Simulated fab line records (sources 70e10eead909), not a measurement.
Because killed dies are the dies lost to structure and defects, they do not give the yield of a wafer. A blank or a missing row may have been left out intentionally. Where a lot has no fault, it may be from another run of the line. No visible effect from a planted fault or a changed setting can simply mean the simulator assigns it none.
fab line records | flow nand-harc
record lots=14 wafers=42 last-day=34
route steps=1302 shown P_M2@345 P_BONDPAD@372
lots with no fault: from the same line, run without faults
start-h: the number of hours between the record's first day and the start of the first shown wafer of the lot | wait-h: how many hours have passed since the lot's step before this one | " as in the row above | L1.1+2: a single row standing in for several wafers | - no value, or no start given | * or withheld: withheld | < > ~ a bound
route shown NAME@n: NAME is a module with steps in the file, n the number in the route of the first one | usual: mean/standard deviation taken from wafers without a fault | same: alike in all rows | chamber/n: place in a boat | sites: readings site by site | _std_site: how widely they spread, as a standard deviation | _edge_site: inner sites' mean taken away from outer sites' mean | radius-mm: how far each site lies from the wafer's centre | mask NAME#n: copy n | behind: the tool/chamber that last shaped the wafer | hold: the reason the lot was held/the length of the hold in hours/how it ended | device: transistor that didn't switch, given as n, p or np | end of line: the same wafers' tests at the end of the route | step lacking rows: just its recipe | killed: the dies lost at the first sort to structure and to defects; this is not the yield of the wafer | map: shows each die of a wafer: x if killed, . if not, _ if none is there
set.NAME: the setting the step ran with; set.NAME@STEP: the setting that earlier step ran with | model.NAME: the simulator's own value behind a step, which no gauge read
the route's steps for a sample of lots (tables are steps, rows are wafers)
services: the hour from which a tool's chamber was out of use, counted from the record's first day as start-h (under 0 if before that day), plus the number of hours and why
## steps
# step NHARC_P_M2_THK_MEAS_24
# recipe thk-meas-gauge=xrf
# usual thk-nm=144.6/1.5
# columns lot.wafer tool chamber start-h wait-h thk-nm
L128.1 film-metro-01 - 156.84 - 145.0
L128.3 " - " " 145.6
L128.4 " - " " 143.9
L129.1 film-metro-01 - 159.69 - 142.9
L129.4 " - " " 145.9
L129.5 " - " " 146.1
L131.2 film-metro-01 - 183.61 - 146.3
L131.5 " - " " 147.1
L131.6 " - " " 148.7
L132.1 film-metro-01 - 203.93 - 144.2
L132.2 " - " " 139.9
L132.5 " - " " 146.1
L134.2 film-metro-01 - 213.14 - 142.3
L134.3 " - " " 143.9
L134.5 " - " " 143.5
L135.2 film-metro-01 - 223.76 - 144.5
L135.5 " - " " 145.9
L135.6 " - " " 142.8
L136.1 film-metro-02 - 232.45 - 145.0
L136.3 " - " " 144.2
L136.5 " - " " 141.9
L138.4 film-metro-01 - 247.10 - 143.9
L138.5 " - " " 145.5
L138.6 " - " " 144.2
L137.1 film-metro-01 - 252.93 - 143.0
L137.2 " - " " 144.2
L137.6 " - " " 146.0
L139.1 film-metro-01 - 268.88 - 146.4
L139.3 " - " " 146.2
L139.5 " - " " 145.1
L143.1 film-metro-01 - 301.10 - 144.1
L143.3 " - " " 144.3
L143.6 " - " " 145.4
L147.1 film-metro-01 - 342.57 - 146.0
L147.4 " - " " 146.3
L147.5 " - " " 143.0
L148.2 film-metro-02 - 357.11 - 144.0
L148.3 " - " " 143.9
L148.5 " - " " 145.4
L149.2 film-metro-02 - 366.14 - 145.0
L149.4 " - " " 145.5
L149.5 " - " " 143.7
# step NHARC_P_M2_DEP_33
# recipe target-thk-a=300 temp-c=370 target-thk-nm=30 pressure-torr=3 flow-sccm=200 rf-w=450 material=SiCN
# usual heater-power-w=551/92 rf-fwd-power-W=449.1/1.4
# columns lot.wafer tool chamber start-h wait-h heater-power-w rf-fwd-power-W since-wet-clean-h
L128.1 pecvd-02 0 157.16 0.1 695 452.4 98
L128.3 " 2 " " 589 451.3 98
L128.4 " 2 " " 589 450.0 -
L129.1 pecvd-03 0 160.04 0.1 431 449.8 143
L129.4 " 2 " " 646 448.7 -
L129.5 " 0 " " 420 450.0 -
L131.2 pecvd-02 1 183.91 0.1 612 448.2 125
L131.6 " 2 " " 509 446.8 -
L131.5 " 0 " " 709 452.2 -
L132.1 pecvd-04 2 204.28 0.1 589 450.1 103
L132.2 " 0 " " 486 447.7 103
L132.5 " 0 " " 486 449.5 -
L134.3 pecvd-04 0 213.44 0.1 436 450.2 112
L134.2 " 2 " " 533 448.8 113
L134.5 " 2 " " 536 446.7 -
L135.2 pecvd-02 1 224.06 0.1 508 451.2 165
L135.5 " 2 " " 611 448.0 -
L135.6 " 0 " " 613 449.9 -
L136.3 pecvd-04 1 232.75 0.1 469 449.0 132
L136.1 " 0 " " 499 448.7 132
L136.5 " 1 " " 450 448.9 -
L138.6 pecvd-03 0 247.53 0.2 342 448.4 -
L138.5 " 1 " " 568 447.8 -
L138.4 " 2 " " 660 449.5 -
L137.1 pecvd-03 1 253.23 0.1 591 449.1 55
L137.2 " 0 " " 414 449.7 55
L137.6 " 0 " " 419 448.2 -
L139.3 pecvd-03 0 269.18 0.1 427 449.2 71
L139.1 " 2 " " 690 448.7 71
L139.5 " 2 " " 666 451.0 -
L143.3 pecvd-04 0 301.45 0.1 492 448.7 19
L143.1 " 1 " " 424 451.9 19
L143.6 " 1 " " 428 447.6 -
L147.1 pecvd-04 1 342.92 0.1 400 448.0 61
L147.4 " 1 " " 415 446.8 -
L147.5 " 2 " " 592 448.5 -
L148.2 pecvd-04 2 357.45 0.1 641 448.3 75
L148.3 " 0 " " 492 450.0 75
L148.5 " 1 " " 431 447.2 -
L149.2 pecvd-02 0 366.44 0.1 675 449.7 126
L149.5 " 0 " " 681 452.2 -
L149.4 " 1 " " 615 448.1 -
# step NHARC_P_BONDPAD_ETCH_24
# recipe target-depth-a=300 over-etch-frac=0.3 time-s=72.99 ion-energy-ev=150 cf4-flow-sccm=50 n2-flow-sccm=100 ar-flow-sccm=150 rf-w=300 bias-w=100 chemistry=CF4/N2
# usual drypump-motor-current-A=5.7/0.49 oes-product-au=0.999/0.0097 rf-fwd-power-W=297.5/1.1 rf-vpp-V=314.5/1.9 showerhead-plenum-p-Torr=2.64/0.093 throttle-valve-pct=19.795/0.0093
# columns lot.wafer tool chamber start-h wait-h drypump-motor-current-A oes-product-au rf-fwd-power-W rf-hours-counter-h rf-vpp-V showerhead-plenum-p-Torr throttle-valve-pct
L128.3 rie-diel-03 2 159.55 - 6.0 1.005 298.6 1.7 315.6 2.66 19.780
L128.1 " 3 " " 6.1 0.994 297.7 2.2 312.9 2.50 19.784
L128.4 " 0 " " 5.5 0.993 298.3 2.3 314.2 2.68 19.791
L129.1 rie-diel-05 1 162.43 0.2 4.9 0.978 295.6 2.5 316.6 2.66 19.799
L129.5 " 2 " " 5.5 1.002 296.0 - 318.1 2.78 19.807
L129.4 " 3 " " 5.6 0.999 298.0 - 312.7 2.52 19.789
L131.2 rie-diel-02 1 186.17 - 6.1 0.998 299.5 8.5 317.3 2.74 19.802
L131.5 " 0 " " 5.2 1.003 297.0 - 311.2 2.50 19.792
L131.6 " 1 " " 6.1 0.991 299.3 - 315.3 2.74 19.781
L132.2 rie-diel-05 0 206.51 0.1 6.3 1.001 297.0 3.2 314.3 2.58 19.807
L132.1 " 2 " " 5.5 1.010 296.4 4.0 318.1 2.78 19.804
L132.5 " 3 " " 5.5 0.997 297.0 - 311.6 2.52 19.786
L134.2 rie-diel-03 1 215.85 - 6.1 0.992 297.1 4.9 314.6 2.64 19.795
L134.3 " 3 " " 6.1 1.002 299.3 6.2 312.5 2.50 19.785
L134.5 " 0 " " 5.4 0.984 296.2 - 315.6 2.67 19.801
L135.2 rie-diel-03 0 226.50 0.1 5.4 0.988 297.1 7.4 316.1 2.67 19.789
L135.5 " 3 " " 6.2 0.998 297.2 - 311.9 2.50 19.796
L135.6 " 0 " " 5.5 0.992 297.0 - 314.7 2.67 19.805
L136.1 rie-diel-03 3 235.22 0.1 6.1 0.994 299.0 8.1 312.2 2.50 19.793
L136.3 " 0 " " 5.5 0.981 298.8 8.7 315.1 2.67 19.805
L136.5 " 3 " " 6.1 1.003 297.8 - 311.7 2.50 19.814
L138.4 rie-diel-03 2 249.80 - 6.0 0.803 298.5 6.7 315.0 2.66 19.793
L138.5 " 1 " " 6.1 0.984 297.1 - 315.4 2.64 19.792
L138.6 " 2 " " 6.0 0.997 298.0 - 314.1 2.66 19.786
L137.1 rie-diel-03 0 255.63 - 5.5 0.814 299.1 9.1 314.6 2.67 19.772
L137.2 " 2 " " 6.0 1.000 298.1 7.0 314.2 2.66 19.788
L137.6 " 3 " " 6.1 0.991 299.2 - 311.4 2.50 19.782
L139.1 rie-diel-02 1 271.70 0.1 6.1 0.998 298.6 2.1 314.7 2.74 19.799
L139.3 " 3 " " 6.4 1.001 297.4 2.6 316.5 2.73 19.794
L139.5 " 2 " " 4.9 0.982 295.7 - 313.3 2.61 19.788
L143.1 rie-diel-02 1 303.83 - 6.0 1.007 298.8 4.4 315.3 2.74 19.799
L143.3 " 2 " " 4.9 1.004 296.7 4.6 313.4 2.61 19.806
L143.6 " 1 " " 6.1 1.004 297.5 - 315.9 2.74 19.794
L147.1 rie-diel-02 1 345.28 - 6.1 0.993 297.2 7.5 315.9 2.74 19.793
L147.4 " 2 " " 4.9 0.987 297.9 7.5 313.7 2.61 19.783
L147.5 " 0 " " 5.2 0.995 297.8 - 312.5 2.50 19.794
L148.3 rie-diel-03 0 359.81 - 5.5 0.993 297.2 3.8 315.4 2.67 19.808
L148.2 " 1 " " 6.1 0.991 298.2 3.4 313.1 2.64 19.801
L148.5 " 2 " " 6.0 0.991 296.5 - 315.3 2.66 19.803
L149.4 rie-diel-02 1 368.82 - 6.1 1.008 297.9 8.5 316.1 2.74 19.788
L149.2 " 0 " " 5.1 0.995 297.3 6.8 312.1 2.50 19.782
L149.5 " 2 " " 4.9 0.985 298.5 - 311.5 2.60 19.789
# step NHARC_P_BONDPAD_ANNEAL_28
# recipe temp-c=225 time-s=90
# usual wafer_temp_C_max=225.95/0.26
# columns lot.wafer tool chamber start-h wait-h wafer_temp_C_max
L128.1 rtp-anneal-01 0 160.75 0.3 226.04
L128.3 " 0 " " 225.82
L128.4 " 0 " " 225.82
L129.1 rtp-anneal-01 0 163.63 0.3 226.22
L129.4 " 0 " " 225.99
L129.5 " 0 " " 226.34
L131.2 rtp-anneal-02 0 187.36 - 226.23
L131.5 " 0 " " 225.96
L131.6 " 0 " " 225.68
L132.1 rtp-anneal-02 0 207.68 - 225.95
L132.2 " 0 " " 226.24
L132.5 " 0 " " 226.03
L134.2 rtp-anneal-01 0 217.03 - 226.08
L134.3 " 0 " " 226.47
L134.5 " 0 " " 226.13
L135.2 rtp-anneal-01 0 228.19 0.4 226.46
L135.5 " 0 " " 225.87
L135.6 " 0 " " 226.27
L136.1 rtp-anneal-02 0 236.36 0.3 225.60
L136.3 " 0 " " 225.61
L136.5 " 0 " " 225.59
L138.4 rtp-anneal-02 0 251.54 0.4 225.53
L138.5 " 0 " " 225.86
L138.6 " 0 " " 225.61
L137.1 rtp-anneal-01 0 256.75 0.3 225.64
L137.2 " 0 " " 226.50
L137.6 " 0 " " 226.10
L139.1 rtp-anneal-02 0 272.88 - 225.71
L139.3 " 0 " " 225.96
L139.5 " 0 " " 225.60
L143.1 rtp-anneal-01 0 304.97 - 226.17
L143.3 " 0 " " 226.20
L143.6 " 0 " " 225.89
L147.1 rtp-anneal-02 0 346.41 0.3 226.18
L147.4 " 0 " " 226.25
L147.5 " 0 " " 225.90
L148.2 rtp-anneal-01 0 360.99 0.3 226.29
L148.3 " 0 " " 225.75
L148.5 " 0 " " 225.92
L149.2 rtp-anneal-01 0 370.09 0.5 225.51
L149.4 " 0 " " 225.80
L149.5 " 0 " " 225.72
## services
# columns tool chamber start-h hours kind
rie-diel-03 0 137.80 - clean
rie-diel-03 1 137.80 - clean
rie-diel-03 2 137.80 - clean
pecvd-02 - 151.06 1.1 repair
rie-diel-05 0 158.03 16.1 repair
pecvd-02 1 162.74 17.2 repair
rie-diel-03 2 169.32 2.0 repair
pecvd-03 - 185.18 13.0 pm
rie-diel-05 1 205.40 10.0 repair
rie-diel-02 - 216.70 9.0 pm
rie-diel-03 1 224.47 14.9 repair
pecvd-02 - 227.06 13.0 pm
rie-diel-05 - 229.60 9.0 pm
rie-diel-05 3 257.40 6.3 repair
rie-diel-03 3 263.48 7.2 repair
rie-diel-05 2 267.72 5.3 repair
pecvd-04 - 269.06 13.0 pm
rie-diel-02 0 271.24 21.4 repair
rie-diel-03 - 281.30 9.0 pm
rie-diel-03 3 298.58 2.8 repair
pecvd-03 0 318.34 22.1 repair
pecvd-03 2 330.37 6.0 repair
rie-diel-05 2 335.30 4.3 repair
pecvd-03 - 366.47 13.0 pm
## key
first-sign step=NHARC_P_BONDPAD_ETCH_24 reading=oes-product-au direction=down sigmas=20 usual=0.999 struck=0.808
effect none on later readings
met-at NHARC_P_BONDPAD_ETCH_24
struck-lots L137,L138
struck-wafers L137.1,L138.4
sort-left-out L137.1,L138.4
not-acting-at NHARC_P_M2_THK_MEAS_24,NHARC_P_M2_DEP_33,NHARC_P_BONDPAD_ANNEAL_28
onset-between 235.22 249.80
fault kind=process-parameter-drift tool=rie-diel-03 chamber=- onset-h=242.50 steps=NHARC_P_BONDPAD_ETCH_24 channel=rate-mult offset=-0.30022 shape=step end-h=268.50 scope=struck-wafers-only
# sort-left-out: the simulated sort isn't trusted on such a fault, so these wafers' sort isn't shown, and their yield isn't known
